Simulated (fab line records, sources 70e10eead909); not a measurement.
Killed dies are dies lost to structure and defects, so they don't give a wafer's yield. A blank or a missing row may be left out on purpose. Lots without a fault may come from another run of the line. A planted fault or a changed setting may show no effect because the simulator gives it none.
Which tool did it? | flow nand_harc | 14 lots, 42 wafers sampled, at 3 steps of a route of 1302

WHAT THE GAUGES READ, wafer by wafer
NHARC_A_BLC_CD_MEAS_19. Usual: cd_nm 100.1 nm, standard deviation 1.9.
lot  | measured     | on        | cd_nm (nm)        | flag
L355 | day 22 16:33 | cd_sem-02 | 103.5 98.4 100.2  |
L357 | day 23 00:44 | cd_sem-01 | 98.6 99.7 99.5    |
L359 | day 24 05:19 | cd_sem-01 | 101.3 99.9 97.3   |
L358 | day 24 07:13 | cd_sem-02 | 98.3 98.8 98.3    |
L360 | day 25 01:40 | cd_sem-01 | 100.3 99.4 98.6   |
L362 | day 25 05:14 | cd_sem-03 | 99.4 101.4 100.0  |
L368 | day 28 05:23 | cd_sem-03 | 100.7 97.9 100.9  |
L370 | day 29 18:30 | cd_sem-02 | 98.0 102.2 100.9  |
L369 | day 30 01:19 | cd_sem-03 | 103.5 102.0 102.6 |
L374 | day 30 06:36 | cd_sem-03 | 99.9 100.8 97.9   |
L372 | day 30 13:22 | cd_sem-03 | 100.1 99.1 101.2  |
L375 | day 31 03:42 | cd_sem-01 | 101.7 98.5 99.0   |
L378 | day 32 03:06 | cd_sem-01 | 98.1 96.0 101.4   |
L377 | day 32 04:53 | cd_sem-01 | 97.9 99.0 100.6   |

NHARC_A_M1_CD_MEAS_09: target cd 120 nm. Usual: cd_nm 120.0 nm, standard deviation 0.57.
lot  | measured     | on        | cd_nm (nm)        | flag
L355 | day 22 23:49 | cd_sem-02 | 120.2 119.5 120.3 |
L357 | day 23 07:52 | cd_sem-03 | 120.1 121.2 120.8 |
L359 | day 24 12:13 | cd_sem-01 | 120.0 120.1 119.8 |
L358 | day 24 14:11 | cd_sem-01 | 120.8 120.2 120.7 |
L360 | day 25 08:37 | cd_sem-02 | 119.7 120.0 120.0 |
L362 | day 25 12:46 | cd_sem-03 | 119.1 120.0 119.9 |
L368 | day 28 12:20 | cd_sem-02 | 147.7 148.1 148.2 | OFF
L370 | day 30 01:34 | cd_sem-02 | 119.8 119.5 119.6 |
L369 | day 30 08:17 | cd_sem-03 | 143.7 143.9 143.5 | OFF
L374 | day 30 13:43 | cd_sem-01 | 120.9 120.2 119.9 |
L372 | day 30 20:19 | cd_sem-03 | 119.4 119.8 119.8 |
L375 | day 31 10:38 | cd_sem-03 | 120.7 120.8 121.0 |
L378 | day 32 10:06 | cd_sem-01 | 119.8 120.1 118.8 |
L377 | day 32 11:55 | cd_sem-02 | 119.5 119.2 119.2 |

WHICH TOOL RAN EACH LOT (tool, then ch and the chambers of the sampled wafers, then the start)
lot  | NHARC_A_M1_EXPOSE_06
L355 | arfi_scanner-02 ch 0, day 22 23:40
L357 | arfi_scanner-02 ch 0, day 23 07:43
L359 | arfi_scanner-01 ch 0, day 24 12:04
L358 | arfi_scanner-02 ch 0, day 24 14:02
L360 | arfi_scanner-01 ch 0, day 25 08:28
L362 | arfi_scanner-03 ch 0, day 25 12:37
L368 | arfi_scanner-03 ch 0, day 28 12:11
L370 | arfi_scanner-01 ch 0, day 30 01:26
L369 | arfi_scanner-03 ch 0, day 30 08:09
L374 | arfi_scanner-02 ch 0, day 30 13:34
L372 | arfi_scanner-01 ch 0, day 30 20:11
L375 | arfi_scanner-02 ch 0, day 31 10:29
L378 | arfi_scanner-01 ch 0, day 32 09:58
L377 | arfi_scanner-02 ch 0, day 32 11:47
- NHARC_A_M1_EXPOSE_06: exposes mask A M1, target cd 120 nm.

WHAT THE TOOLS THEMSELVES READ (means of the sampled wafers that have a number; where no wafer has one, the mark that the record gives instead)
NHARC_A_M1_EXPOSE_06. Usual: exposure_dose_mJ_cm2 75.12, standard deviation 0.075; stage_vel_mm_s 499.97 mm/s, standard deviation 0.23.
lot  | tool            | exposure_dose_mJ_cm2 | stage_vel_mm_s (mm/s) | flag
L355 | arfi_scanner-02 | 75.14                | 499.97                |
L357 | arfi_scanner-02 | 75.09                | 499.93                |
L359 | arfi_scanner-01 | 75.19                | 500.17                |
L358 | arfi_scanner-02 | 75.10                | 500.00                |
L360 | arfi_scanner-01 | 75.20                | 500.30                |
L362 | arfi_scanner-03 | 75.15                | 499.94                |
L368 | arfi_scanner-03 | 119.92               | 499.89                | OFF
L370 | arfi_scanner-01 | 75.13                | 499.82                |
L369 | arfi_scanner-03 | 112.42               | 500.05                | OFF
L374 | arfi_scanner-02 | 75.13                | 499.83                |
L372 | arfi_scanner-01 | 75.18                | 499.64                |
L375 | arfi_scanner-02 | 75.21                | 500.05                |
L378 | arfi_scanner-01 | 75.11                | 499.86                |
L377 | arfi_scanner-02 | 75.10                | 500.01                |

THE ANSWER, worked out from the rows above alone
Rule: a lot is off if the mean of its wafers that have a number lies more than 3 standard deviations from the usual mean. A lot without any number at a reading at which 4 lots or more have one is off too. The other lots that the step has rows for count as sound. The gauges are gone through in route order, then the tools' own readings, and for those a lot's mean is taken as printed above. The first step at which some lot is off is used, and at that step the reading that is off furthest; a lot without a number counts as furthest.
Off: L368, L369, at NHARC_A_M1_CD_MEAS_09 (cd_nm).
A tool fits if, at a process step before that reading, it ran every lot that is off, and no sound lot after the first of them. The gauges at NHARC_A_M1_CD_MEAS_09 aren't tried: what is off there is off at NHARC_A_M1_EXPOSE_06 too, on other tools, and a gauge's error can't cause that. One fits: arfi_scanner-03 at NHARC_A_M1_EXPOSE_06. Its last sound lot is L362 (day 25 12:37), its first lot that is off L368 (day 28 12:11): a fault that began between those two fits.
The tool's own readings at NHARC_A_M1_EXPOSE_06 bear it out: on the lots that are off they differ by more than 5 times the standard deviation of the sound lots' means. exposure_dose_mJ_cm2 reads 116.17 there against 75.14 on the sound lots.

WHAT THE SIMULATOR HAD PUT IN
Process parameter drift: arfi_scanner-03, from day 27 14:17 on, at NHARC_A_M1_EXPOSE_06. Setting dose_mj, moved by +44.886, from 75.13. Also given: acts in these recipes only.
Lots struck among those shown: L368, L369. The rule above found the same.
